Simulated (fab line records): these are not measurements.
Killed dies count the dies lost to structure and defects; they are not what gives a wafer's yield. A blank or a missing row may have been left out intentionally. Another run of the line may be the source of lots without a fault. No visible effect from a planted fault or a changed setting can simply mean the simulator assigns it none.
Lot-split experiment | flow n5-finfet | 7 lots, 21 wafers read, on a route of 1938 steps

== THE SPLIT ITSELF ==
At N5_MIM_BOT_LITHO_EXPOSE_05 (exposes mask MIM BOT), the setting dose-mj was moved away from the recipe's 24.25 on 6 of the 21 wafers read, by -4.5% to +7.5%. This setting was run at the recipe's value on the other wafers.

== FROM THE SPLIT TO THE READING: what the file shows between them, 3 steps ==
- N5_MIM_BOT_LITHO_PEB_06
- N5_MIM_BOT_LITHO_DEVELOP_07: develop time 60 s
- N5_MIM_BOT_LITHO_HARDBAKE_09: time 120 s

== THE READING ==
At N5_MIM_BOT_LITHO_CD_MEAS_08: cd-nm in nanometres, against a target cd of 3000 nm. Fault-free wafers of this fab line usually give 2999.1 nm, standard deviation 2.7 nm.

wafer  | tool, chamber at the split | dose-mj as run | against the recipe | cd-nm, nm | against lot-mates on the recipe
L074.2 | krf-scanner-02, 0          | 24.25          | recipe             | 2993.9    | -
L074.3 | krf-scanner-02, 0          | 24.25          | recipe             | 2998.3    | -
L074.5 | krf-scanner-02, 0          | 25.37          | +4.6%              | 3005.3    | +9.2
L080.2 | krf-scanner-01, 0          | 25.61          | +5.6%              | 3011.5    | +9.3
L080.5 | krf-scanner-01, 0          | 24.25          | recipe             | 3000.7    | -
L080.6 | krf-scanner-01, 0          | 24.25          | recipe             | 3003.7    | -
L084.1 | krf-scanner-01, 0          | 23.16          | -4.5%              | 2992.3    | -8.9
L084.2 | krf-scanner-01, 0          | 24.25          | recipe             | 3001.2    | -
L084.3 | krf-scanner-01, 0          | 23.16          | -4.5%              | 2993.1    | -8.1
L082.1 | krf-scanner-02, 0          | 24.25          | recipe             | 2995.2    | -
L082.2 | krf-scanner-02, 0          | 24.25          | recipe             | 3001.3    | -
L082.5 | krf-scanner-02, 0          | 24.25          | recipe             | 3000.7    | -
L087.1 | krf-scanner-01, 0          | 24.25          | recipe             | 2999.0    | -
L087.3 | krf-scanner-01, 0          | 24.25          | recipe             | 2999.3    | -
L087.6 | krf-scanner-01, 0          | 24.25          | recipe             | 3003.6    | -
L089.1 | krf-scanner-02, 0          | 24.25          | recipe             | 2996.1    | -
L089.4 | krf-scanner-02, 0          | 24.25          | recipe             | 2997.3    | -
L089.6 | krf-scanner-02, 0          | 24.25          | recipe             | 2999.6    | -
L092.1 | krf-scanner-02, 0          | 26.06          | +7.5%              | 3010.6    | +13.6
L092.2 | krf-scanner-02, 0          | 24.25          | recipe             | 2997.0    | -
L092.4 | krf-scanner-02, 0          | 26.06          | +7.5%              | 3008.4    | +11.4

FIT RESULTS
A straight line over all 21 wafers: cd-nm changes by +1.51 nm for each +1% of dose-mj; r = +0.87; the points scatter about the line by 2.7 nm.
The same after taking each lot's own level away (the mean of its wafers on the recipe; 21 wafers): +1.76 nm for each +1%; r = +0.95; scatter 1.8 nm.
The reading moves by 13 nm for the largest change in dose-mj, on that fit.
From 2996.10 to 3002.20 nm: that is the span of the lots' own levels, equal to 2.3 times the standard deviation above.
Hence the slope depends on the lot-to-lot level, as the two fits are not the same.
Check: +12.8 nm against its lot-mates is what the line predicts for one of the wafers moved furthest among these (+7.5%) when that wafer is left out of the fit. It came out at +13.6 nm against them.

== THESE WAFERS: OTHER SPLITS ==
Other splits were also applied to these wafers ahead of the reading. Each is held against what the fit with the lots' levels taken away leaves over:
other split on the same wafers | wafers away from the commonest value | r with cd-nm (lot level and that fit taken away)
N5_BEOL_M8_ALD_77 purge-time-s | 9                                    | +0.04
N5_BEOL_M9_COAT_64 spin-rpm    | 6                                    | +0.16
N5_BEOL_M9_COAT_22 spin-rpm    | 7                                    | +0.35
N5_BEOL_M13_ETCH_59 bias-w     | 4                                    | +0.10
N5_BEOL_M13_COAT_65 spin-rpm   | 6                                    | -0.20
N5_BEOL_M13_SPUTTER_43 time-s  | 8                                    | +0.03
N5_BEOL_M15_ETCH_59 time-s     | 8                                    | +0.10

== THE FILE'S OWN FIT ==
cd-nm changes by +1.76 nm for each +1% of dose-mj, r = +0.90.
